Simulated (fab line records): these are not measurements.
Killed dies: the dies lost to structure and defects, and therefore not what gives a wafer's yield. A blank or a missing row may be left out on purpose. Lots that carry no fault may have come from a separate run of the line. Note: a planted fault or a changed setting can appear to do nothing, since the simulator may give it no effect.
Split-lot trial | flow n5_finfet | 7 lots, 21 wafers read, on a route of 1938 steps

## THE SPLIT ITSELF
At N5_BEOL_M5_VIA_ETCH_34 (etches SiCOH lowk in C4F6/O2, target depth 88.3 nm, time 39.2 s), the setting bias_w was moved away from the recipe's 185 W on 10 of the 21 wafers read, by -15.2% to +13.7%. This setting was run at the recipe's value on the other wafers.

The reading comes from the split's own step.

## THE READING
rf_vpp_V, in V, at N5_BEOL_M5_VIA_ETCH_34 (etches SiCOH lowk in C4F6/O2, target depth 88.3 nm, time 39.2 s). Typical for fault-free wafers on this fab line: 669 V, with standard deviation 13 V.

wafer  | tool, chamber at the split | bias_w as run, W | against the recipe | rf_vpp_V, V | against lot-mates on the recipe
L075.1 | rie_diel-01, 0             | 185              | recipe             | 693         | -
L075.4 | rie_diel-01, 2             | 194.2            | +5.0%              | 716         | +25
L075.5 | rie_diel-01, 2             | 185              | recipe             | 689         | -
L078.1 | rie_diel-05, 2             | 185              | recipe             | 667         | -
L078.2 | rie_diel-05, 3             | 185              | recipe             | 660         | -
L078.4 | rie_diel-05, 0             | 185              | recipe             | 672         | -
L084.2 | rie_diel-01, 0             | 185              | recipe             | 694         | -
L084.3 | rie_diel-01, 1             | 156.8            | -15.2%             | 590         | -104
L084.5 | rie_diel-01, 1             | 156.8            | -15.2%             | 589         | -105
L085.2 | rie_diel-05, 3             | 185              | recipe             | 659         | -
L085.4 | rie_diel-05, 0             | 202.7            | +9.6%              | 722         | +63
L085.6 | rie_diel-05, 1             | 202.7            | +9.6%              | 698         | +39
L089.1 | rie_diel-01, 2             | 210.4            | +13.7%             | 762         | +93
L089.4 | rie_diel-01, 3             | 185              | recipe             | 669         | -
L089.5 | rie_diel-01, 1             | 210.4            | +13.7%             | 745         | +76
L096.1 | rie_diel-01, 3             | 185              | recipe             | 669         | -
L096.2 | rie_diel-01, 2             | 198.5            | +7.3%              | 726         | +57
L096.3 | rie_diel-01, 0             | 198.5            | +7.3%              | 733         | +64
L097.2 | rie_diel-05, 1             | 161              | -13.0%             | 580         | -78
L097.4 | rie_diel-05, 3             | 185              | recipe             | 658         | -
L097.6 | rie_diel-05, 3             | 185              | recipe             | 659         | -

FIT RESULTS
A straight line over all 21 wafers: rf_vpp_V changes by +5.83 V for each +1% of bias_w; r = +0.96; the points scatter about the line by 15 V.
The same after taking each lot's own level away (the mean of its wafers on the recipe; 21 wafers): +6.44 V for each +1%; r = +0.99; scatter 8.3 V.
According to that fit, moving bias_w by its largest amount changes the reading by 98 V.
The lots' own levels span 658.5 to 694.0 V, that is 2.7 times the standard deviation above.
The two slopes are in agreement: the lot-to-lot level therefore moves the slope only a little.
Check: with one of the wafers moved furthest among these (-15.2%) left out of the fit, the line predicts -97.2 V for it against its lot-mates. Against them it came out at -104 V.
Tool readings at the split's step, against how far the setting was moved: rf_vpp_V r = +0.96.

## OTHER SPLITS APPLIED TO THESE WAFERS
These wafers also went through other splits before the reading. Each is held against what the fit with the lots' levels taken away leaves over:
other split on the same wafers   | wafers away from the commonest value | r with rf_vpp_V (lot level and that fit taken away)
N5_BEOL_M2_SPUTTER_48 time_s     | 5                                    | -0.44
N5_BEOL_M4_COAT_67 spin_rpm      | 5                                    | -0.10
N5_BEOL_M4_COAT_22 spin_rpm      | 7                                    | -0.41
N5_BEOL_M4_DESCUM_33 time_s      | 8                                    | -0.21
N5_BEOL_M4_TRENCH_ETCH_37 bias_w | 6                                    | +0.19

## FILE'S OWN FIT
rf_vpp_V changes by +6.33 V for each +1% of bias_w, r = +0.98.
